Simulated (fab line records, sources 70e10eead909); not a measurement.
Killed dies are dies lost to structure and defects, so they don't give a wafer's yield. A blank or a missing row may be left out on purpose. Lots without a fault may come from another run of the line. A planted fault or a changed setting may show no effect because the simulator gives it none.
Chamber matching | flow nand_harc | NHARC_A_BLC_STRIP_21 on rie_diel-07: 4 sister chambers
The step strips in O2. 16 wafers are shown with their chamber, then 8 later ones without.

WAFERS WITH THEIR CHAMBER
wafer  | chamber | drypump_motor_current_A (A) | oes_product_au (a.u.) | throttle_valve_pct (%)
L623.1 | 3       | 5.8                         | 1.016                 | 17.030
L623.5 | 3       | 5.7                         | 1.013                 | 17.026
L623.6 | 2       | 6.4                         | 1.003                 | 17.030
L626.1 | 1       | 5.6                         | 0.990                 | 17.037
L626.2 | 2       | 6.4                         | 1.000                 | 17.029
L626.6 | 1       | 5.6                         | 0.999                 | 17.023
L627.3 | 3       | 5.7                         | 1.016                 | 17.040
L627.4 | 2       | 6.4                         | 0.991                 | 17.039
L627.6 | 3       | 5.7                         | 1.010                 | 17.039
L636.1 | 1       | 5.6                         | 0.985                 | 17.025
L636.2 | 2       | 6.4                         | 0.974                 | 17.033
L636.3 | 0       | 6.0                         | 0.978                 | 17.038
L637.1 | 1       | 5.6                         | 0.995                 | 17.026
L637.2 | 0       | 6.0                         | 1.011                 | 17.024
L637.4 | 2       | 6.4                         | 0.971                 | 17.041
L634.2 | 0       | 6.0                         | 0.993                 | 17.042

SIGNATURES (means of the wafers above)
reading                 | chamber 0 | chamber 1 | chamber 2 | chamber 3 | scatter within a chamber
drypump_motor_current_A | 6.000     | 5.600     | 6.400     | 5.725     | 0.025
oes_product_au          | 0.99400   | 0.99225   | 0.98780   | 1.01375   | 0.0113
throttle_valve_pct      | 17.03467  | 17.02775  | 17.03440  | 17.03375  | 0.00679
Rule: a wafer's distance from a chamber is the root of the sum, over the readings, of the square of ((its reading less the chamber's mean) divided by the reading's scatter). The wafer belongs to the nearest chamber; if the next one is less than 2 further off, it can't be placed. The scatter: the root of (the sum of the squares of (reading less its chamber's mean) over the shown wafers, divided by (wafers less chambers)).

WAFERS WITHOUT THEIR CHAMBER
wafer  | drypump_motor_current_A (A) | oes_product_au (a.u.) | throttle_valve_pct (%)
L634.5 | 5.6                         | 1.003                 | 17.022
L634.6 | 6.4                         | 0.976                 | 17.051
L641.1 | 5.7                         | 1.016                 | 17.047
L641.3 | 6.4                         | 0.978                 | 17.029
L641.4 | 6.0                         | 0.997                 | 17.036
L645.1 | 5.7                         | 1.023                 | 17.037
L645.2 | 6.0                         | 1.005                 | 17.038
L645.3 | 6.5                         | 0.980                 | 17.033

WHICH CHAMBER EACH WENT THROUGH
wafer  | from the rows above | in truth
L634.5 | 1                   | 1
L634.6 | 2                   | 2
L641.1 | 3                   | 3
L641.3 | 2                   | 2
L641.4 | 0                   | 0
L645.1 | 3                   | 3
L645.2 | 0                   | 0
L645.3 | 2                   | 2
Placed correctly: 8 of 8. Can't be placed from these rows: 0. Placed wrongly: 0.
